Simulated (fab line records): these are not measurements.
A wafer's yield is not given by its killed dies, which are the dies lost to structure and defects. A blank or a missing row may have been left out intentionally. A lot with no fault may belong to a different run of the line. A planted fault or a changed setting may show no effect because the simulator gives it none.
Which tool did it? -- flow n5Finfet -- Sampling: 24 lots, 72 wafers, 6 of 1938 route steps

## WHAT THE GAUGES READ, wafer by wafer
The record lacks any reading of a measuring or inspecting step that a usual standard deviation could be used to judge.

## EACH LOT AND THE TOOL THAT RAN IT (in order: tool; ch and the chambers of the sampled wafers; start)
lot,N5_BEOL_M5_DEGAS_44,N5_BEOL_M5_SPUTTER_48,N5_BEOL_M5_SPUTTER_81,N5_BEOL_M5_CMP_52,N5_BEOL_M5_DEP_56,N5_BEOL_M6_PECVD_70
L075,"pvdSputter-03, day 8 14:34","pvdSputter-01, day 8 15:16","pvdSputter-01, day 8 16:20","cmp-01 ch 0,1,2, day 8 20:08","pecvd-01 ch 1, day 8 20:37","pecvd-02 ch 0,1,2, day 8 21:22"
L074,"pvdSputter-02, day 8 21:49","pvdSputter-01, day 8 22:26","pvdSputter-01, day 8 23:32","cmp-01 ch 0,3, day 9 03:36","pecvd-04 ch 1,2, day 9 04:03","pecvd-03 ch 0,2, day 9 04:49"
L076,"pvdSputter-02, day 8 21:54","pvdSputter-02, day 8 22:32","pvdSputter-02, day 8 23:38","cmp-04 ch 1,2,3, day 9 03:28","pecvd-03 ch 0,1,2, day 9 03:53","pecvd-03 ch 0,1,2, day 9 04:37"
L077,"pvdSputter-01, day 9 07:57","pvdSputter-01, day 9 08:38","pvdSputter-01, day 9 09:43","cmp-04 ch 0,1,3, day 9 13:38","pecvd-04 ch 0,1, day 9 14:05","pecvd-02 ch 0,1, day 9 14:50"
L079,"pvdSputter-03, day 10 00:47","pvdSputter-01, day 10 01:23","pvdSputter-01, day 10 02:28","cmp-02 ch 0,2,3, day 10 06:46","pecvd-04 ch 0,1, day 10 07:11","pecvd-03 ch 0,2, day 10 07:56"
L078,"pvdSputter-03, day 10 06:04","pvdSputter-03, day 10 06:43","pvdSputter-03, day 10 07:48","cmp-01 ch 0,1,3, day 10 11:36","pecvd-01 ch 1,2, day 10 12:03","pecvd-02 ch 0,2, day 10 12:48"
L082,"pvdSputter-02, day 10 06:31","pvdSputter-01, day 10 07:31","pvdSputter-01, day 10 08:36","cmp-02 ch 2,3, day 10 13:12","pecvd-01 ch 0,1,2, day 10 13:40","pecvd-02 ch 0,2, day 10 14:24"
L080,"pvdSputter-02, day 10 06:36","pvdSputter-02, day 10 09:18","pvdSputter-02, day 10 10:23","cmp-04 ch 0,1, day 10 14:25","pecvd-01 ch 0,2, day 10 14:55","pecvd-02 ch 0,2, day 10 15:39"
L081,"pvdSputter-02, day 10 13:44","pvdSputter-01, day 10 14:22","pvdSputter-01, day 10 15:27","cmp-01 ch 0,3, day 10 19:13","pecvd-01 ch 0,1, day 10 19:43","pecvd-03 ch 0,2, day 10 20:28"
L083,"pvdSputter-01, day 10 13:55","pvdSputter-02, day 10 15:41","pvdSputter-02, day 10 16:46","cmp-04 ch 0,1,2, day 10 20:34","pecvd-04 ch 0,1, day 10 21:07","pecvd-02 ch 0,1,2, day 10 22:21"
L084,"pvdSputter-03, day 10 16:14","pvdSputter-03, day 10 16:47","pvdSputter-03, day 10 17:53","cmp-02 ch 0,3, day 10 22:41","pecvd-01 ch 1,2, day 10 23:11","pecvd-03 ch 0,1, day 10 23:57"
L085,"pvdSputter-03, day 11 02:03","pvdSputter-02, day 11 02:39","pvdSputter-02, day 11 03:44","cmp-04 ch 0,1,2, day 11 07:38","pecvd-03 ch 0,2, day 11 08:05","pecvd-01 ch 0,1,2, day 11 08:50"
L086,"pvdSputter-01, day 11 12:31","pvdSputter-02, day 11 13:04","pvdSputter-02, day 11 14:09","cmp-01 ch 0,1,2, day 11 19:44","pecvd-01 ch 1,2, day 11 20:29","pecvd-03 ch 0,1,2, day 11 21:14"
L087,"pvdSputter-02, day 11 18:33","pvdSputter-01, day 11 20:10","pvdSputter-01, day 11 21:15","cmp-02 ch 0,2,3, day 12 01:05","pecvd-04 ch 0,2, day 12 01:37","pecvd-01 ch 1,2, day 12 02:51"
L088,"pvdSputter-01, day 12 01:08","pvdSputter-03, day 12 02:10","pvdSputter-03, day 12 03:15","cmp-01 ch 1,2, day 12 07:08","pecvd-04 ch 0,1,2, day 12 07:38","pecvd-03 ch 0,1,2, day 12 08:52"
L089,"pvdSputter-02, day 12 04:25","pvdSputter-03, day 12 06:35","pvdSputter-03, day 12 07:41","cmp-02 ch 1,2,3, day 12 11:26","pecvd-04 ch 0,2, day 12 11:58","pecvd-01 ch 0,1,2, day 12 13:13"
L090,"pvdSputter-03, day 12 11:41","pvdSputter-02, day 12 12:49","pvdSputter-02, day 12 13:54","cmp-04 ch 0,2,3, day 12 17:40","pecvd-01 ch 0,1, day 12 18:08","pecvd-03 ch 0,1, day 12 18:53"
L091,"pvdSputter-01, day 12 14:33","pvdSputter-03, day 12 15:12","pvdSputter-03, day 12 16:17","cmp-04 ch 0,1,3, day 12 20:14","pecvd-03 ch 0,2, day 12 20:44","pecvd-03 ch 0,1,2, day 12 21:32"
L092,"pvdSputter-02, day 12 20:43","pvdSputter-01, day 12 21:23","pvdSputter-01, day 12 22:28","cmp-01 ch 1,2,3, day 13 02:16","pecvd-03 ch 0,1,2, day 13 02:47","pecvd-02 ch 0,1,2, day 13 03:31"
L095,"pvdSputter-03, day 13 13:01","pvdSputter-01, day 13 13:45","pvdSputter-01, day 13 14:50","cmp-01 ch 0,3, day 13 18:36","pecvd-03 ch 0,2, day 13 19:05","pecvd-03 ch 0,1, day 13 20:19"
L093,"pvdSputter-02, day 13 14:33","pvdSputter-02, day 13 16:47","pvdSputter-02, day 13 17:53","cmp-01 ch 0,1,2, day 13 21:41","pecvd-01 ch 1,2, day 13 22:08","pecvd-01 ch 0,1, day 13 23:09"
L094,"pvdSputter-03, day 13 23:32","pvdSputter-02, day 14 00:10","pvdSputter-02, day 14 01:15","cmp-01 ch 1,3, day 14 05:01","pecvd-04 ch 1,2, day 14 05:30","pecvd-03 ch 0,2, day 14 08:05"
L096,"pvdSputter-03, day 14 03:35","pvdSputter-01, day 14 04:17","pvdSputter-01, day 14 05:22","cmp-01 ch 1,2,3, day 14 09:12","pecvd-01 ch 0,2, day 14 09:42","pecvd-03 ch 0,1,2, day 14 10:27"
L097,"pvdSputter-02, day 14 06:46","pvdSputter-02, day 14 07:26","pvdSputter-02, day 14 08:32","cmp-04 ch 0,2,3, day 14 12:24","pecvd-01 ch 0,1,2, day 14 12:46","pecvd-03 ch 0,2, day 14 13:38"
- N5_BEOL_M5_DEGAS_44: time 60 s.
- N5_BEOL_M5_SPUTTER_48: material Cu, target thk 15 nm, time 27.62 s.
- N5_BEOL_M5_SPUTTER_81: material Cu, target thk 15 nm, time 27.62 s.
- N5_BEOL_M5_CMP_52: polishes, stops on SiCOH lowk, t overpolish 6.9 s, target thk 62 nm.
- N5_BEOL_M5_DEP_56: deposits SiCN from 3MS/NH3, target thk 8 nm, time 14 s.
- N5_BEOL_M6_PECVD_70: deposits SiO2 from TEOS/O2, target thk 20 nm, time 22.7 s.

## WHAT THE TOOLS THEMSELVES READ (means of the sampled wafers that have a number; where no wafer has one, the mark that the record gives instead)
N5_BEOL_M5_DEGAS_44.
lot,tool,heaterPowerW (W)
L075,pvdSputter-03,342
L074,pvdSputter-02,369
L076,pvdSputter-02,350
L077,pvdSputter-01,337
L079,pvdSputter-03,348
L078,pvdSputter-03,322
L082,pvdSputter-02,358
L080,pvdSputter-02,352
L081,pvdSputter-02,353
L083,pvdSputter-01,320
L084,pvdSputter-03,330
L085,pvdSputter-03,303
L086,pvdSputter-01,319
L087,pvdSputter-02,337
L088,pvdSputter-01,333
L089,pvdSputter-02,362
L090,pvdSputter-03,344
L091,pvdSputter-01,315
L092,pvdSputter-02,369
L095,pvdSputter-03,349
L093,pvdSputter-02,365
L094,pvdSputter-03,300
L096,pvdSputter-03,323
L097,pvdSputter-02,366

N5_BEOL_M5_SPUTTER_48.
lot,tool,throttleValvePct (%)
L075,pvdSputter-01,29.9
L074,pvdSputter-01,29.0
L076,pvdSputter-02,30.7
L077,pvdSputter-01,28.8
L079,pvdSputter-01,28.9
L078,pvdSputter-03,29.7
L082,pvdSputter-01,29.1
L080,pvdSputter-02,30.0
L081,pvdSputter-01,28.9
L083,pvdSputter-02,30.4
L084,pvdSputter-03,28.1
L085,pvdSputter-02,30.0
L086,pvdSputter-02,29.6
L087,pvdSputter-01,28.2
L088,pvdSputter-03,29.1
L089,pvdSputter-03,28.7
L090,pvdSputter-02,29.6
L091,pvdSputter-03,29.0
L092,pvdSputter-01,29.2
L095,pvdSputter-01,29.0
L093,pvdSputter-02,29.3
L094,pvdSputter-02,29.4
L096,pvdSputter-01,29.0
L097,pvdSputter-02,29.7

N5_BEOL_M5_SPUTTER_81.
lot,tool,throttleValvePct (%)
L075,pvdSputter-01,29.9
L074,pvdSputter-01,29.2
L076,pvdSputter-02,30.7
L077,pvdSputter-01,28.7
L079,pvdSputter-01,29.0
L078,pvdSputter-03,29.8
L082,pvdSputter-01,29.0
L080,pvdSputter-02,30.0
L081,pvdSputter-01,28.9
L083,pvdSputter-02,30.4
L084,pvdSputter-03,28.0
L085,pvdSputter-02,30.1
L086,pvdSputter-02,29.9
L087,pvdSputter-01,28.3
L088,pvdSputter-03,29.2
L089,pvdSputter-03,28.7
L090,pvdSputter-02,29.6
L091,pvdSputter-03,29.0
L092,pvdSputter-01,29.1
L095,pvdSputter-01,29.1
L093,pvdSputter-02,29.3
L094,pvdSputter-02,29.4
L096,pvdSputter-01,29.0
L097,pvdSputter-02,29.8

N5_BEOL_M5_CMP_52.
lot,tool,barrierFieldEndpointS (s),clearingPlatenDownForcePsi (psi),edgeZonePressureFrac,headPressurePsi (psi),motorCurrentA (A),overpolishRunS (s),timeToEndpointS (s)
L075,cmp-01,23.8,1.499,0.996,1.0012,6.5,6.899,61.8
L074,cmp-01,24.3,1.501,1.001,0.9993,6.0,6.900,61.6
L076,cmp-04,23.9,1.498,0.995,1.0005,5.9,6.895,61.2
L077,cmp-04,24.3,1.498,1.006,1.0008,6.1,6.898,58.8
L079,cmp-02,24.4,1.499,0.995,0.9968,6.2,6.903,62.7
L078,cmp-01,24.0,1.503,0.999,1.0000,5.9,6.899,61.8
L082,cmp-02,23.6,1.502,1.000,0.9994,5.6,6.905,56.4
L080,cmp-04,23.9,1.502,0.994,0.9999,6.1,6.913,57.6
L081,cmp-01,24.3,1.498,0.996,1.0029,6.2,6.901,62.1
L083,cmp-04,24.3,1.502,1.000,0.9988,6.1,6.898,62.7
L084,cmp-02,24.7,1.497,1.007,1.0022,5.9,6.900,62.1
L085,cmp-04,24.0,1.503,1.002,0.9995,6.0,6.907,60.5
L086,cmp-01,24.5,1.502,0.997,0.9980,6.4,6.894,62.9
L087,cmp-02,23.7,1.502,0.995,1.0013,6.1,6.898,60.5
L088,cmp-01,24.3,1.503,0.999,0.9989,6.4,6.895,61.2
L089,cmp-02,24.1,1.502,0.997,1.0023,6.2,6.892,58.2
L090,cmp-04,24.5,1.501,1.001,1.0004,6.0,6.904,60.7
L091,cmp-04,24.9,1.500,1.002,0.9999,6.0,6.901,60.2
L092,cmp-01,24.8,1.496,1.001,1.0037,6.0,6.897,64.7
L095,cmp-01,24.9,1.504,1.000,0.9993,6.3,6.905,64.6
L093,cmp-01,25.1,1.499,1.000,1.0000,6.5,6.901,61.8
L094,cmp-01,24.3,1.500,0.998,1.0006,5.8,6.897,63.5
L096,cmp-01,24.2,1.499,0.997,1.0010,5.9,6.898,61.8
L097,cmp-04,23.7,1.500,1.001,0.9983,5.9,6.900,60.2

N5_BEOL_M5_DEP_56.
lot,tool,showerheadPlenumPTorr (Torr),throttleValvePct (%)
L075,pecvd-01,3.676,8.90
L074,pecvd-04,3.659,8.84
L076,pecvd-03,3.677,8.91
L077,pecvd-04,3.668,8.81
L079,pecvd-04,3.680,8.58
L078,pecvd-01,3.671,8.80
L082,pecvd-01,3.669,9.10
L080,pecvd-01,3.659,9.34
L081,pecvd-01,3.671,9.04
L083,pecvd-04,3.668,8.78
L084,pecvd-01,3.661,8.81
L085,pecvd-03,3.675,9.04
L086,pecvd-01,3.660,8.91
L087,pecvd-04,3.661,8.93
L088,pecvd-04,3.655,8.72
L089,pecvd-04,3.667,8.82
L090,pecvd-01,3.672,8.98
L091,pecvd-03,3.667,8.85
L092,pecvd-03,3.671,8.92
L095,pecvd-03,3.664,8.80
L093,pecvd-01,3.668,8.74
L094,pecvd-04,3.656,8.38
L096,pecvd-01,3.656,9.01
L097,pecvd-01,3.665,9.03

N5_BEOL_M6_PECVD_70.
lot,tool,heaterPowerW (W),showerheadPlenumPTorr (Torr),throttleValvePct (%)
L075,pecvd-02,654,8.89,22.4
L074,pecvd-03,673,8.77,21.9
L076,pecvd-03,700,8.79,21.9
L077,pecvd-02,668,8.87,23.3
L079,pecvd-03,582,8.77,21.8
L078,pecvd-02,665,8.88,22.7
L082,pecvd-02,713,8.88,22.0
L080,pecvd-02,727,8.89,22.0
L081,pecvd-03,680,8.83,22.5
L083,pecvd-02,643,8.89,22.4
L084,pecvd-03,712,8.85,22.6
L085,pecvd-01,714,8.78,22.2
L086,pecvd-03,686,8.80,22.1
L087,pecvd-01,706,8.74,22.0
L088,pecvd-03,746,8.81,22.0
L089,pecvd-01,742,8.78,22.3
L090,pecvd-03,659,8.85,22.7
L091,pecvd-03,675,8.79,22.1
L092,pecvd-02,672,8.89,22.7
L095,pecvd-03,799,8.82,22.2
L093,pecvd-01,706,8.80,22.6
L094,pecvd-03,649,8.83,22.5
L096,pecvd-03,689,8.79,22.2
L097,pecvd-03,569,8.77,21.9

## THE ANSWER, worked out from the rows above alone
Rule: the lots themselves supply what counts as usual. Put in order of their means at a reading, lots are off if they are a third of the lots or fewer, leave a main group of 4 or more, and stand apart from it by a gap of 3 or more times the standard deviation of the main group's means; of several such gaps the widest counts. A main group whose means are all the same, to the digits that the tables above print for the reading, isn't used. Also off: a lot with no number at a reading for which 4 or more lots have one. The other lots that the step has rows for count as sound. Order of review: gauges by route order, followed by the tools' own readings, for which a lot's mean as printed above is used. At the first step where some lot is off, the reading lying furthest off is the one used; lots without a number count as furthest.
None of the lots is off at any reading shown; this tells nothing.

## WHAT THE SIMULATOR HAD INSERTED
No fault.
